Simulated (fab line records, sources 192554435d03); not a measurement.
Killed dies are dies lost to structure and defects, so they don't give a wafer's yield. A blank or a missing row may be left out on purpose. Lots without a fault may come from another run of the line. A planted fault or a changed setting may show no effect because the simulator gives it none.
Chamber matching | flow n5_finfet | N5_BEOL_M8_STRIP_36 on rie_diel-04: 3 sister chambers
The step strips in N2/H2. 6 wafers are shown with their chamber, then 3 later ones without.

WAFERS WITH THEIR CHAMBER
wafer  | chamber | throttle_valve_pct (%) | drypump_motor_current_A (A)
L077.4 | 0       | 23.3                   | 6.04
L081.6 | 3       | 23.9                   | 6.13
L091.2 | 0       | 23.2                   | 5.98
L091.5 | 1       | 23.9                   | 6.06
L094.1 | 1       | 23.8                   | 6.05
L094.2 | 3       | 23.9                   | 6.12

WAFERS WITHOUT THEIR CHAMBER
wafer  | throttle_valve_pct (%) | drypump_motor_current_A (A)
L093.3 | 23.9                   | 6.04
L093.4 | 23.9                   | 6.15
L097.4 | 23.2                   | 6.00

WHICH CHAMBER EACH WENT THROUGH
wafer  | from the rows above | in truth
L093.3 | 1                   | 1
L093.4 | 3                   | 3
L097.4 | 0                   | 0
Placed correctly: 3 of 3. Can't be placed from these rows: 0. Placed wrongly: 0.
How it was worked out, from the rows above alone: a wafer's distance from a chamber is the root of the sum, over the readings, of the square of ((its reading less the chamber's mean) divided by the reading's scatter). The wafer belongs to the nearest chamber; if the next one is less than 2 further off, it can't be placed. A chamber's mean is the mean of its shown wafers. The scatter: the root of (the sum of the squares of (reading less its chamber's mean) over the shown wafers, divided by (wafers less chambers)).
